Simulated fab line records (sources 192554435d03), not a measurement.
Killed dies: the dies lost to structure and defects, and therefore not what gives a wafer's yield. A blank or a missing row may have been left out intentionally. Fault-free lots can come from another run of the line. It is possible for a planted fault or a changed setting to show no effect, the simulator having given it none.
fab line records	flow n5Finfet
[record] lots = 7	wafers = 18	lastDay = 17
route steps=1938 shown BEOL_M7@1287 PASSIVATION@1936
lots that met no fault: from a run of the same line without faults
startH: the number of hours between the record's first day and the start of the first shown wafer of the lot	waitH: hours from the lot's prior step to this one	" the same as in the row above	L1.1+2: a single row standing in for several wafers	- no value present, or no start provided	* or withheld: withheld	< > ~ a bound
route shown NAME@n: NAME is a module with steps in the file, n the number in the route of the first one	usual: the fault-free wafers' mean and standard deviation	same: alike in all rows	chamber/n: place in a boat	sites: the reading at each site	_std_site: the standard deviation of these	_edge_site: inner sites' mean taken away from outer sites' mean	radiusMm: how far each site lies from the wafer's centre	mask NAME#n: copy n	behind: the last tool/chamber to shape the wafer	hold: cause of the lot's hold/its duration in hours/its outcome	device: names the non-switching transistor (n, p or np)	end of line: the route-end tests of the same wafers	a step given without rows: its recipe and nothing more	killed: dies that structure and defects cost at the first sort, which is not the same as the wafer's yield	map: dies across one wafer; x = killed, . = not, _ = none there
set.NAME: setting as actually run; set.NAME@STEP: the setting as run at that earlier step	model.NAME: the simulator's own value behind a step, which no gauge read
lots at selected steps of the route; one table per step, one row per wafer
services: a tool's chamber out of use, with start hour (startH, from the record's first day; less than 0 if before it), hours out, and reason
[[steps]]
[step N5_BEOL_M7_COAT_63]
[recipe] resist = SOC	tempC = 250	timeS = 60	spinRpm = 1500	resistThkNm = 60
[step N5_BEOL_M7_COAT_64]
[recipe] resist = SiARC	tempC = 220	timeS = 60	spinRpm = 1500	resistThkNm = 12
[step N5_BEOL_M7_COAT_71]
[recipe] resist = underlayer	tempC = 205	timeS = 60	spinRpm = 1500	resistThkNm = 5
[step N5_BEOL_M7_COAT_22]
[recipe] resist = CAR-EUV	spinRpm = 1500	resistThkNm = 30
[step N5_BEOL_M7_EBR_24]
[recipe] solvent = PGMEA	ebrWidthMm = 1.5
[step N5_BEOL_M7_SOFTBAKE_23]
[recipe] tempC = 110	timeS = 60	resist = CAR-EUV
[step N5_BEOL_M7_EXPOSE_25]
[recipe] maskId = V6	na = 0.33	sourceShape = annular	sigmaInner = 0.4	sigmaOuter = 0.8	polarization = unpolarized	targetCdNm = 40	doseMj = 42.5
[step N5_BEOL_M7_PEB_26]
[recipe] pebTempC = 100	pebTimeS = 60	resist = CAR-EUV
[step N5_BEOL_M7_DEVELOP_27]
[recipe] developTimeS = 30	developer = TMAH	resist = CAR-EUV	rinseLiquid = surfactantRinse	dry = airSpin	devTempC = 23
[step N5_BEOL_M7_CD_MEAS_28]
[recipe] targetCdNm = 40	landingEnergyEv = 500	detector = seInlens
[usual] cdNm = 39.98/0.26
[same] landingEnergyEv = 500
lot.wafer	tool	chamber	startH	waitH	cdNm
L177.1	cdSem-02	0	245.26	-	39.58
L177.4	"	0	"	"	39.92
L177.6	"	0	"	"	40.32
L178.2	cdSem-02	0	248.56	-	40.40
L178.4	"	0	"	"	39.90
L178.5	"	0	"	"	39.72
L182.2	cdSem-03	0	257.08	-	40.11
L182.4	"	0	"	"	40.46
L182.5	"	0	"	"	39.83
L186.4	cdSem-03	0	292.17	-	39.89
L186.5	"	0	"	"	40.04
L186.6	"	0	"	"	39.81
L188.1	cdSem-02	0	299.46	-	39.89
L188.5	"	0	"	"	39.67
L192.1	cdSem-02	0	320.70	-	40.06
L192.4	"	0	"	"	39.95
L193.2	cdSem-02	0	334.49	-	39.57
L193.5	"	0	"	"	39.99
[step N5_BEOL_M7_OVL_MEAS_29]
[recipe] pointsPerWafer = 522
[usual] V6_OVL = -0.5/0.6
lot.wafer	tool	chamber	startH	waitH	V6_OVL[nm]
L177.1	overlay-02	0	245.29	0.0	-1.5
L177.4	"	0	"	"	-0.8
L177.6	"	0	"	"	-2.1
L178.2	overlay-02	0	248.59	0.0	-0.2
L178.4	"	0	"	"	0.0
L178.5	"	0	"	"	-0.4
L182.2	overlay-01	0	257.12	0.0	-1.3
L182.4	"	0	"	"	-0.7
L182.5	"	0	"	"	-0.5
L186.4	overlay-02	0	292.21	0.0	-0.6
L186.5	"	0	"	"	-0.4
L186.6	"	0	"	"	-0.9
L188.1	overlay-02	0	299.49	0.0	-1.0
L188.5	"	0	"	"	0.4
L192.1	overlay-01	0	320.73	0.0	-0.3
L192.4	"	0	"	"	-0.2
L193.2	overlay-01	0	334.52	0.0	-0.4
L193.5	"	0	"	"	0.1
[step N5_BEOL_M7_INSPECT_30]
[recipe] mode = adi	inspectInstrument = brightfield
[usual] rawDefectCount = 417/98
lot.wafer	tool	chamber	startH	waitH	rawDefectCount
L177.1	defectInspect-01	-	245.35	0.1	392
L177.4	"	-	"	"	402
L177.6	"	-	"	"	398
L178.2	defectInspect-01	-	248.65	0.0	404
L178.4	"	-	"	"	376
L178.5	"	-	"	"	366
L182.2	defectInspect-01	-	257.17	0.0	477
L182.4	"	-	"	"	438
L182.5	"	-	"	"	393
L186.4	defectInspect-01	-	292.25	0.0	368
L186.5	"	-	"	"	332
L186.6	"	-	"	"	443
L188.1	defectInspect-01	-	299.55	0.1	363
L188.5	"	-	"	"	364
L192.1	defectInspect-01	-	320.79	0.1	649
L192.4	"	-	"	"	525
L193.2	defectInspect-01	-	334.58	0.0	324
L193.5	"	-	"	"	318
[step N5_BEOL_M7_DESCUM_33]
[recipe] chemistry = O2	timeS = 7	sourcePowerW = 50	biasPowerW = 20	pressureMtorr = 20	rfFrequencyHz = 2.712e+07	tempC = 40	resist = CAR-EUV	o2FlowSccm = 225
[usual] biasPowerW = 20.00/0.059	drypumpMotorCurrentA = 5.40/0.29	oesProductAu = 0.80/0.1	rfVppV = 243.4/1.1	showerheadPlenumPTorr = 2.10/0.05	throttleValvePct = 20.34/0.21
lot.wafer	tool	chamber	startH	waitH	biasPowerW	drypumpMotorCurrentA	oesProductAu	rfHoursCounterH	rfVppV	showerheadPlenumPTorr	throttleValvePct	model.CAR-EUV_of_BEOL_M7_COAT_22.thkNm
L177.1	rieDiel-05	3	245.42	0.1	19.90	5.30	0.72	179	242.2	2.08	20.49	26
L177.4	"	0	"	"	20.06	5.03	0.98	8	244.0	2.12	20.26	26
L177.6	"	3	"	"	19.95	5.32	0.72	-	244.1	2.08	20.49	26
L178.2	rieDiel-03	3	248.90	0.3	19.96	5.15	0.97	3	242.5	2.12	20.21	26.2
L178.4	"	2	"	"	20.04	5.24	0.66	250	242.4	2.07	20.63	26.4
L178.5	"	2	"	"	20.06	5.27	0.67	-	242.8	2.07	20.63	26.2
L182.2	rieDiel-06	2	257.24	0.1	20.06	5.91	0.73	211	242.3	2.08	20.82	26
L182.4	"	0	"	"	20.11	5.09	0.72	175	243.7	2.18	20.42	26
L182.5	"	3	"	"	19.98	5.32	0.70	-	243.5	2.08	20.68	26.2
L186.4	rieDiel-03	1	292.52	0.3	20.07	5.28	0.77	95	243.6	2.21	20.45	26.2
L186.5	"	0	"	"	20.02	5.92	0.69	-	242.4	2.06	20.22	26.2
L186.6	"	3	"	"	20.02	5.15	0.93	-	241.5	2.12	20.22	26.2
L188.1	rieDiel-03	3	299.75	0.2	19.99	5.14	0.93	18	244.2	2.12	20.21	27.4
L188.5	"	3	"	"	19.96	5.13	0.92	-	244.7	2.12	20.22	26.2
L192.1	rieDiel-03	1	320.82	0.0	19.91	5.28	0.76	104	244.9	2.20	20.48	27.4
L192.4	"	0	"	"	20.01	5.93	0.68	-	242.0	2.06	20.23	26.2
L193.2	rieDiel-03	3	334.61	0.0	19.97	5.14	0.90	28	244.0	2.11	20.24	27.2
L193.5	"	0	"	"	20.02	5.93	0.68	-	241.4	2.06	20.24	26
[step N5_BEOL_M7_ETCH_72]
[recipe] chemistry = N2/H2	target = underlayer	targetDepthA = 65	maskMaterial = CAR-EUV	timeS = 5.2	ionEnergyEv = 200	pressureMtorr = 30	sourceW = 840	biasW = 150	n2FlowSccm = 200	h2FlowSccm = 200	ends = cleared
[usual] drypumpMotorCurrentA = 5.41/0.29	etchRfOnTimeS = 5.19/0.11	oesProductAu = 0.68/0.087	rfVppV = 524.3/2.2	showerheadPlenumPTorr = 2.56/0.065	throttleValvePct = 17.83/0.26
lot.wafer	tool	chamber	startH	waitH	drypumpMotorCurrentA	etchRfOnTimeS	oesProductAu	rfHoursCounterH	rfVppV	showerheadPlenumPTorr	throttleValvePct	model.BEOL_M7.cdNm
L177.1	rieDiel-05	3	245.45	0.0	5.32	5.08	0.62	179	521.8	2.52	18.03	39.6
L177.4	"	0	"	"	5.05	5.23	0.81	8	523.5	2.63	17.90	39.8
L177.6	"	3	"	"	5.30	5.10	0.62	-	523.8	2.52	18.02	40
L178.2	rieDiel-03	3	248.93	0.0	5.13	5.08	0.82	3	526.9	2.62	17.83	40.2
L178.4	"	2	"	"	5.26	5.36	0.57	250	521.9	2.50	18.16	40
L178.5	"	2	"	"	5.24	5.31	0.57	-	524.2	2.50	18.18	40
L182.2	rieDiel-06	2	257.28	0.0	5.93	5.24	0.62	211	523.5	2.54	18.49	40
L182.4	"	0	"	"	5.10	5.13	0.62	175	527.4	2.66	17.98	40
L182.5	"	3	"	"	5.35	5.21	0.59	-	523.0	2.53	18.13	40.2
L186.4	rieDiel-03	1	292.56	0.0	5.28	5.23	0.66	95	526.9	2.66	17.71	39.8
L186.5	"	0	"	"	5.93	5.42	0.58	-	522.6	2.50	17.57	40
L186.6	"	3	"	"	5.16	5.18	0.78	-	525.2	2.62	17.85	39.8
L188.1	rieDiel-03	3	299.79	0.0	5.15	5.13	0.78	18	523.3	2.62	17.83	39.6
L188.5	"	3	"	"	5.14	5.14	0.78	-	525.9	2.62	17.83	39.8
L192.1	rieDiel-03	1	320.86	0.0	5.29	5.27	0.66	104	530.9	2.66	17.70	39.4
L192.4	"	0	"	"	5.96	5.42	0.57	-	523.5	2.50	17.61	40
L193.2	rieDiel-03	3	334.65	0.0	5.11	5.14	0.74	28	524.7	2.61	17.87	39.4
L193.5	"	0	"	"	5.95	5.32	0.57	-	522.3	2.49	17.63	40.2
[step N5_BEOL_M7_ETCH_65]
[recipe] chemistry = CF4	target = SiARC	targetDepthA = 156	maskMaterial = CAR-EUV	timeS = 26	ionEnergyEv = 80	pressureMtorr = 40	sourceW = 545	biasW = 36	Ar_flow_sccm = 100	cf4FlowSccm = 100	ends = cleared
[usual] drypumpMotorCurrentA = 5.40/0.29	etchRfOnTimeS = 25.9/0.56	oesProductAu = 0.69/0.088	rfVppV = 184.3/1.1	showerheadPlenumPTorr = 2.15/0.055	throttleValvePct = 15.54/0.21
lot.wafer	tool	chamber	startH	waitH	drypumpMotorCurrentA	etchRfOnTimeS	oesProductAu	rfHoursCounterH	rfVppV	showerheadPlenumPTorr	throttleValvePct	model.CAR-EUV_of_BEOL_M7_COAT_22.thkNm
L177.1	rieDiel-05	3	245.47	0.0	5.30	26.0	0.61	179	183.7	2.12	15.65	11.2
L177.4	"	0	"	"	5.00	26.0	0.83	8	183.4	2.19	15.53	11
L177.6	"	3	"	"	5.31	25.8	0.61	-	183.1	2.12	15.67	11.2
L178.2	rieDiel-03	3	248.95	0.0	5.16	25.5	0.83	3	185.3	2.19	15.45	11.4
L178.4	"	2	"	"	5.27	26.7	0.57	250	184.0	2.11	15.85	11.4
L178.5	"	2	"	"	5.25	26.7	0.57	-	185.3	2.11	15.84	11.2
L182.2	rieDiel-06	2	257.29	0.0	5.91	25.9	0.63	211	184.3	2.12	16.00	11
L182.4	"	0	"	"	5.08	25.2	0.62	175	185.4	2.21	15.56	11
L182.5	"	3	"	"	5.34	26.1	0.60	-	184.5	2.13	15.86	11.2
L186.4	rieDiel-03	1	292.58	0.0	5.28	26.2	0.66	95	183.9	2.26	15.65	11.2
L186.5	"	0	"	"	5.92	26.9	0.58	-	183.5	2.10	15.46	11.2
L186.6	"	3	"	"	5.13	25.6	0.78	-	185.4	2.18	15.47	11.2
L188.1	rieDiel-03	3	299.80	0.0	5.14	25.5	0.78	18	185.3	2.18	15.47	12.4
L188.5	"	3	"	"	5.15	25.7	0.78	-	185.4	2.18	15.48	11.2
L192.1	rieDiel-03	1	320.87	0.0	5.26	26.2	0.66	104	186.0	2.26	15.68	12.4
L192.4	"	0	"	"	5.94	26.9	0.58	-	183.4	2.10	15.47	11.4
L193.2	rieDiel-03	3	334.66	0.0	5.12	25.5	0.76	28	184.4	2.18	15.47	12.2
L193.5	"	0	"	"	5.93	26.8	0.57	-	183.2	2.10	15.48	11.2
[step N5_BEOL_M7_ETCH_66]
[recipe] chemistry = N2/H2	target = SOC	targetDepthA = 800	overetchA = 160	maskMaterial = SiARC	tempC = 40	timeS = 120	ionEnergyEv = 200	pressureMtorr = 30	sourceW = 840	biasW = 150	n2FlowSccm = 200	h2FlowSccm = 200
[usual] drypumpMotorCurrentA = 5.41/0.29	oesProductAu = 0.61/0.073	rfVppV = 524.3/1.9	showerheadPlenumPTorr = 2.56/0.065	throttleValvePct = 17.79/0.26
lot.wafer	tool	chamber	startH	waitH	drypumpMotorCurrentA	oesProductAu	rfHoursCounterH	rfVppV	showerheadPlenumPTorr	throttleValvePct
L177.1	rieDiel-05	3	245.50	0.0	5.29	0.55	179	523.0	2.52	17.98
L177.4	"	0	"	"	5.02	0.74	8	525.5	2.63	17.86
L177.6	"	3	"	"	5.31	0.55	-	523.4	2.52	17.99
L178.2	rieDiel-03	3	248.98	0.0	5.14	0.72	3	525.1	2.62	17.79
L178.4	"	2	"	"	5.27	0.52	250	521.2	2.50	18.12
L178.5	"	2	"	"	5.26	0.52	-	522.4	2.50	18.13
L182.2	rieDiel-06	2	257.32	0.0	5.90	0.56	211	523.5	2.54	18.47
L182.4	"	0	"	"	5.07	0.55	175	525.8	2.66	17.91
L182.5	"	3	"	"	5.32	0.54	-	523.0	2.53	18.10
L186.4	rieDiel-03	1	292.60	0.0	5.30	0.60	95	526.9	2.66	17.64
L186.5	"	0	"	"	5.95	0.54	-	521.7	2.50	17.57
L186.6	"	3	"	"	5.14	0.70	-	526.4	2.62	17.81
L188.1	rieDiel-03	3	299.83	0.0	5.18	0.69	18	526.8	2.62	17.80
L188.5	"	3	"	"	5.17	0.70	-	525.2	2.62	17.80
L192.1	rieDiel-03	1	320.90	0.0	5.29	0.59	104	527.5	2.66	17.65
L192.4	"	0	"	"	5.94	0.53	-	522.6	2.50	17.58
L193.2	rieDiel-03	3	334.69	0.0	5.14	0.68	28	525.9	2.61	17.82
L193.5	"	0	"	"	5.95	0.53	-	523.9	2.50	17.58
[step N5_PASSIVATION_PROBE_49]
[usual] defectLimitedYield = 91.3/1.4	killed_at_M0_to_M3 = 36/11	killed_at_M4_up = 13/5.2	killedAtContacts = 13/6.5	killedAtFrontEnd = 37/11	killedAtOther = 3.6/2.9	killedDies = 103/17	killedOpen = 68/12	killedShort = 33/7.3	sort_bin_4_leakage = 0.01/0.039	sort_bin_5_function = 5.2/0.91	sort_bin_6_memory = 3.2/0.67	sortNPass = 1077/17	sortYieldPct = 91.3/1.4
[same] grossDies = 1180	killedAtBackSide = 0	sort_bin_8_speed[%] = 0
lot.wafer	tool	chamber	startH	waitH	defectLimitedYield[%]	killed_at_M0_to_M3	killed_at_M4_up	killedAtContacts	killedAtFrontEnd	killedAtOther	killedDies	killedOpen	killedShort	sort_bin_4_leakage[%]	sort_bin_5_function[%]	sort_bin_6_memory[%]	sortNPass	sortYieldPct[%]
L182.2	prober-01	-	337.51	0.1	90.4	35	8	28	36	6	113	79	32	0	5.7	3.6	1067	90.4
L182.4	prober-01	-	337.61	0.2	93.0	15	16	16	30	6	83	55	25	0	4.2	2.6	1097	93.0
L182.5	prober-01	-	337.66	0.2	94.0	20	16	19	14	2	71	51	20	0	3.7	2.1	1109	94.0
L188.1	prober-01	-	378.28	0.0	94.8	20	5	4	29	3	61	43	17	0	3.2	1.9	1119	94.8
// killed by level:class
L182.2 MOL_CONTACT_COAG:geometricParticle:open=23 BEOL_M0_SAQP:geometricParticle:open=9 STI_FIN_REVEAL:geometricParticle:open=8 BEOL_M0_SAQP:geometricParticle:short=8 BEOL_M3:geometricParticle:open=8 DUMMY_GATE:geometricParticle:open=5 MOL_CONTACT_COAG:geometricParticle:short=5 FIN_SAQP:geometricParticle:open=4
L182.4 MOL_CONTACT_COAG:geometricParticle:open=15 STI_FIN_REVEAL:geometricParticle:open=4 GATE_CUT:geometricParticle:open=4 BEOL_M3:geometricParticle:open=4 BEOL_M5:geometricParticle:open=4 MIM_TOP_ETCH:geometricParticle:open=4 FIN_SAQP:geometricParticle:open=3 GATE_CUT:geometricParticle:short=3
L182.5 MOL_CONTACT_COAG:geometricParticle:open=14 BEOL_M4:geometricParticle:open=7 BEOL_M2:geometricParticle:open=6 MOL_CONTACT_COAG:geometricParticle:short=5 BEOL_M0_SAQP:geometricParticle:short=5 BEOL_M0_SAQP:geometricParticle:open=5 STI_FIN_REVEAL:geometricParticle:open=4 DUMMY_GATE:geometricParticle:open=2
L188.1 BEOL_M1:geometricParticle:open=8 FIN_SAQP:geometricParticle:open=6 STI_FIN_REVEAL:geometricParticle:open=5 DUMMY_GATE:geometricParticle:open=5 BEOL_M0_SAQP:geometricParticle:open=4 FIN_SAQP:geometricParticle:short=3 BEOL_M1:geometricParticle:short=3 BEOL_M3:geometricParticle:open=3
[[services]]
tool	chamber	startH	hours	kind
rieDiel-03	-	223.67	1.2	repair
rieDiel-06	3	226.39	4.2	repair
rieDiel-06	2	227.03	16.7	repair
rieDiel-03	2	249.30	-	clean
rieDiel-03	2	249.30	-	consumableReplace:focusRing
rieDiel-03	2	249.30	16.8	scheduledDown
rieDiel-03	2	249.30	16.8	ventCycle
rieDiel-03	-	252.99	2.8	pm
rieDiel-03	3	257.10	10.3	repair
rieDiel-03	0	275.51	4.4	repair
rieDiel-03	-	281.98	0.1	repair
rieDiel-06	0	287.29	12.3	repair
rieDiel-05	2	295.07	17.0	repair
rieDiel-05	2	316.07	4.0	repair
rieDiel-03	3	317.28	3.7	repair
[[key]]
firstSign none at tools or gauges
[modelEffect] step = N5_BEOL_M7_DESCUM_33	value = CAR-EUV_of_BEOL_M7_COAT_22.thkNm	without = 26.13	struck = 27.33
[modelEffect] step = N5_BEOL_M7_ETCH_72	value = BEOL_M7.cdNm	without = 39.8	struck = 39.47
[modelEffect] step = N5_BEOL_M7_ETCH_65	value = CAR-EUV_of_BEOL_M7_COAT_22.thkNm	without = 11.2	struck = 12.33
metAt N5_BEOL_M7_DESCUM_33
struckWafers L188.1,L192.1,L193.2
onsetBetween 292.52 299.75
[fault] kind = processParameterDrift	tool = rieDiel-03	chamber = -	onsetH = 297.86	steps = N5_BEOL_M7_DESCUM_33	channel = timeS	offset = *	shape = step	endH = 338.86	scope = struckWafersOnly	actsIn = *	stated = *
